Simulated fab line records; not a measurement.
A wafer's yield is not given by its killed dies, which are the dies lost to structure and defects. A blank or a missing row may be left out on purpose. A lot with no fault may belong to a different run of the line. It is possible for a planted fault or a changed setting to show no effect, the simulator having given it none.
A struck lot beside a sound one ; flow nand-harc ; 24 out of 1159 route steps
Sound: wafers L554.4, L554.5, L554.6. The struck wafers were L564.3, L564.5, L564.6. The cause is given at the end.
Per side, at each step with rows, come the tool, then ch with its chambers, and then its first start. Under that, the readings that differ: sound wafers ; struck wafers ; difference of the means ; sigmas: that difference in standard deviations of wafers without a fault.
alike: words and numbers the same on both sides, and readings whose means are apart by under 2 such deviations; not compared: readings that were withheld, readings missing a value for some wafer, numbers with overlapping values and no deviation given by the record, and bounds like >300 which may hide the same value.
A row with sigmas, a row that says differs or no value, or rows on one side alone: a step with any of these is where the two part. Numbers that have no deviation but don't overlap get no sigmas and don't part them. Lack of a reading on every wafer of one side parts them only where that side has two or more wafers.

NHARC_P_M1_INSPECT_27:
  sound: defect-inspect-02 at day 7 07:28; struck: defect-inspect-01 at day 10 03:50
  alike: raw-defect-count
NHARC_P_M1_PRE_CLEAN_32: time 12 s.
  sound on pecvd-03 ch 0,1,2, day 7 07:34; struck on pecvd-02 ch 1,2, day 10 03:53
  alike: heater-power-outer-w, heater-power-w, susceptor-temp-C
NHARC_P_M1_DEP_33: deposits SiCN, target thk 30 nm.
  sound on pecvd-03 ch 0,1,2, day 7 07:44; struck on pecvd-02 ch 1,2, day 10 03:58
  alike: heater-power-outer-w, heater-power-w, susceptor-temp-C
then, 8 steps without rows for these wafers: NHARC_P_M2_DEP_00 (deposits SiOC, target thk 182.5 nm); NHARC_P_M2_DEHYDRATE_01 (time 120 s); NHARC_P_M2_HMDS_02 (time 30 s); NHARC_P_M2_COAT_34 (time 65 s); NHARC_P_M2_COAT_03 (resist thk 90 nm); NHARC_P_M2_SOFTBAKE_04 (time 55 s); NHARC_P_M2_EBR_05; NHARC_P_M2_EXPOSE_06 (exposes mask P M2, target cd 170 nm).
NHARC_P_M2_PEB_07: peb time 65 s.
  sound on litho-track-04 ch 0, day 7 08:47; struck on litho-track-04 ch 0, day 10 05:08
  alike: plate-temp-C, resist-line-temp-C
then, 1 step without rows for these wafers: NHARC_P_M2_DEVELOP_08 (develop time 35 s).
NHARC_P_M2_CD_MEAS_09: the cd target is 170 nm.
  sound on cd-sem-01 ch 0, day 7 08:53; struck on cd-sem-03 ch 0, day 10 05:13
  alike: cd-nm
NHARC_P_M2_OVL_MEAS_10: pitch 340 nm.
  sound: overlay-02 at day 7 08:58; struck: overlay-02 at day 10 05:19
  alike: overlay-x-nm, overlay-y-nm
NHARC_P_M2_INSPECT_11:
  sound: defect-inspect-02 at day 7 08:59; struck: defect-inspect-02 at day 10 05:22
  alike: raw-defect-count
NHARC_P_M2_DESCUM_14: chemistry O2, time 3 s.
  sound on rie-diel-13 ch 1,2,3, day 7 09:05; struck on rie-diel-04 ch 2,3, day 10 05:30
reading;sound;struck;difference;sigmas
showerhead-plenum-p-Torr (Torr);1.79 1.88 1.79;1.93 1.99 1.93;+0.13;+3
model.P_M2.cd-nm (nm);170.3 170.3 170.4;170.5 170.7 170.7;+0.3;
  alike: drypump-motor-current-A, oes-product-au, rf-vpp-V, throttle-valve-pct
  not compared: rf-hours-counter-h
NHARC_P_M2_ETCH_35: etches the open film in N2/H2, target depth 40 nm, overetch 12 nm, time 43.94 s.
  sound on rie-diel-13 ch 0,1,2, day 7 09:10; struck on rie-diel-04 ch 2,3, day 10 05:38
reading;sound;struck;difference;sigmas
showerhead-plenum-p-Torr (Torr);1.98 2.00 1.91;2.12 2.06 2.12;+0.14;+3
  alike: drypump-motor-current-A, oes-product-au, rf-vpp-V, throttle-valve-pct
  not compared: rf-hours-counter-h
NHARC_P_M2_ETCH_15: etches the open film in C4F8/Ar, target depth 182.5 nm, time 91.2 s.
  sound: rie-diel-13 ch 0,3; struck: rie-diel-04 ch 0,3
  alike: oes-product-au, rf-vpp-V
  not compared: rf-hours-counter-h
NHARC_P_M2_CD_MEAS_16:
  sound: cd-sem-02 at day 7 09:22; struck: cd-sem-02 at day 10 05:52
  alike: cd-nm
NHARC_P_M2_STRIP_18: strips in N2/H2.
  sound on rie-diel-04 ch 0,1, day 7 09:26; struck on rie-diel-04 ch 0,2,3, day 10 05:56
  alike: drypump-motor-current-A, oes-product-au, power-w, rf-vpp-V, showerhead-plenum-p-Torr, throttle-valve-pct
  not compared: rf-hours-counter-h
NHARC_P_M2_ETCH_28: etches the open film in CF4/N2, target depth 30 nm, time 72.99 s.
  sound: rie-diel-04 ch 0,1; struck: rie-diel-04 ch 0,2,3
  alike: drypump-motor-current-A, oes-product-au, rf-vpp-V, showerhead-plenum-p-Torr, throttle-valve-pct
  not compared: rf-hours-counter-h, model.P_M2.cd-nm
then, 1 step without rows for these wafers: NHARC_P_M2_STRIP_19 (strips in post etch residue remover, time 600 s).
-- record jumps: 14 days between struck wafers' starts before vs after; left off in module P_M2, resumes in module END, first step shown is number 1159 of the route --
NHARC_END_SORT_01:
  sound on prober-02 ch 0, day 21 04:38; struck on prober-02 ch 0, day 24 17:02
reading;sound;struck;difference;sigmas
defect-limited-yield (%);94.2 95.1 94.4;97.8 97.9 97.9;+3.3;+2
killed-at-array;35 30 32;12 11 14;-20;-2
killed-dies;39 33 38;15 14 14;-22;-2
sort_bin_2_pct (%);2.5 1.0 2.2;0.9 0.4 0.3;-1.4;-2
sort_bin_4_pct (%);3.0 3.7 3.4;1.3 1.6 1.8;-1.8;-2
sort-n-pass;638 644 639;662 663 663;+22;+2
sort-yield-pct (%);94.2 95.1 94.4;97.8 97.9 97.9;+3.3;+2
  alike: killed-at-other, killed-at-periphery, killed-open, killed-short, sort_bin_3_pct, sort-rim-yield-pct

## WHERE THEY PART
First at NHARC_P_M2_DESCUM_14; last, within this record, at NHARC_END_SORT_01.

WHY: the cause the simulator had injected
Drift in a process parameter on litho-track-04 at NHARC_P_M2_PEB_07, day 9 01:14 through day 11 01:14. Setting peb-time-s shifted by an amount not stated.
